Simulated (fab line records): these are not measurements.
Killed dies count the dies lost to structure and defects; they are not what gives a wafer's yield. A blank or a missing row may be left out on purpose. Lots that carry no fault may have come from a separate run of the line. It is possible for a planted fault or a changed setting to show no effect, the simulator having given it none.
A struck lot beside a sound one -- flow nandHarc -- 14 steps out of a route of 1159
Sound: these wafers, L157.1, L157.2, L157.6. Struck: wafer L148.6. (L148.2, L148.3 of the same lot were not struck and are left out.) The cause comes at the end.
At each step with rows: each side's tool, then ch and its chambers, then its first start. Under that, the readings that differ: sound wafers -- struck wafers -- difference of the means -- sigmas: that difference in standard deviations of wafers without a fault.
alike: readings with means less than 2 such deviations apart, plus words and numbers identical on both sides. not compared: withheld readings, readings lacking a value on some wafer, bounds such as >300 that could conceal the same value, and numbers that have no deviation in the record and whose values overlap.
The two part at a step that has a row with sigmas, a row that says differs or no value, or rows on one side only. Numbers that have no deviation but don't overlap get no sigmas and don't part them. A reading that every wafer of one side lacks parts them only if that side has two wafers or more.

first, 1 step without rows for these wafers: NHARC_A_STAIRCASE_ETCH_221 (etches the open film in C4F8/O2, target depth 100 nm, time 40.5 s).
NHARC_A_STAIRCASE_TRIM_222: chemistry O2, time 211.2 s.
  sound on rieDiel-08 ch 1,3; struck on rieDiel-08 ch 0
  alike: chamberPressureMTorr, drypumpMotorCurrentA, mfcArSccm, oesProductAu, rfVppV, showerheadPlenumPTorr, throttleValvePct
  not compared: rfHoursCounterH
then, 5 steps without rows for these wafers: NHARC_A_STAIRCASE_ETCH_223 (etches the open film in C4F8/O2, target depth 100 nm, time 40.5 s); NHARC_A_STAIRCASE_TRIM_224 (chemistry O2, time 211.2 s); NHARC_A_STAIRCASE_ETCH_225 (etches the open film in C4F8/O2, target depth 100 nm, time 40.5 s); NHARC_A_STAIRCASE_TRIM_226 (chemistry O2, time 211.2 s); NHARC_A_STAIRCASE_ETCH_227 (etches the open film in C4F8/O2, target depth 100 nm, time 40.5 s).
NHARC_A_STAIRCASE_TRIM_229: chemistry O2, time 211.2 s.
  sound on rieDiel-01 ch 2,3, day 16 03:03; struck on rieDiel-03 ch 2, day 13 13:20
reading,sound,struck,difference,sigmas
mfcArSccm (sccm),0 0.027 0,0.044,+0.035,+3
  alike: chamberPressureMTorr, drypumpMotorCurrentA, oesProductAu, rfVppV, showerheadPlenumPTorr, throttleValvePct
  not compared: rfHoursCounterH
NHARC_A_STAIRCASE_ETCH_230: etches the open film in C4F8/O2, target depth 100 nm, time 40.5 s.
  sound on rieDiel-01 ch 1,2,3; struck on rieDiel-03 ch 1
  alike: chamberPressureMTorr, oesProductAu, rfVppV
  not compared: rfHoursCounterH
then, 1 step without rows for these wafers: NHARC_A_STAIRCASE_TRIM_231 (chemistry O2, time 211.2 s).
NHARC_A_STAIRCASE_ETCH_232: etches the open film in C4F8/O2, target depth 100 nm, time 40.5 s.
  sound on rieDiel-01 ch 0,1; struck on rieDiel-03 ch 1
reading,sound,struck,difference,sigmas
rfVppV (V),905 907 905,893,-13,-3
  alike: chamberPressureMTorr, oesProductAu
  not compared: rfHoursCounterH
NHARC_A_STAIRCASE_TRIM_233: chemistry O2, time 211.2 s.
  sound on rieDiel-01 ch 0,2,3, day 16 03:40; struck on rieDiel-03 ch 1, day 13 13:49
reading,sound,struck,difference,sigmas
oesProductAu (a.u.),0.994 0.991 1.001,1.197,+0.202,+13
showerheadPlenumPTorr (Torr),3.66 3.71 3.80,3.43,-0.29,-2
  alike: chamberPressureMTorr, drypumpMotorCurrentA, mfcArSccm, rfVppV, throttleValvePct
  not compared: rfHoursCounterH
NHARC_A_STAIRCASE_ETCH_234: etches the open film in C4F8/O2, target depth 100 nm, time 40.5 s.
  sound on rieDiel-01 ch 1,3; struck on rieDiel-03 ch 3
  alike: chamberPressureMTorr, oesProductAu, rfVppV
  not compared: rfHoursCounterH
-- record jumps: 8 days between struck wafers' starts before vs after; left off in module A_STAIRCASE, resumes in module END, first step shown is number 1159 of the route --
NHARC_END_SORT_01:
  the record has rows for the struck wafers here (prober-02 ch 0, day 21 16:49) and none for the sound ones

== WHERE THEY PART ==
First at NHARC_A_STAIRCASE_TRIM_229; last, within this record, at NHARC_END_SORT_01.

WHY: what had been put in by the simulator
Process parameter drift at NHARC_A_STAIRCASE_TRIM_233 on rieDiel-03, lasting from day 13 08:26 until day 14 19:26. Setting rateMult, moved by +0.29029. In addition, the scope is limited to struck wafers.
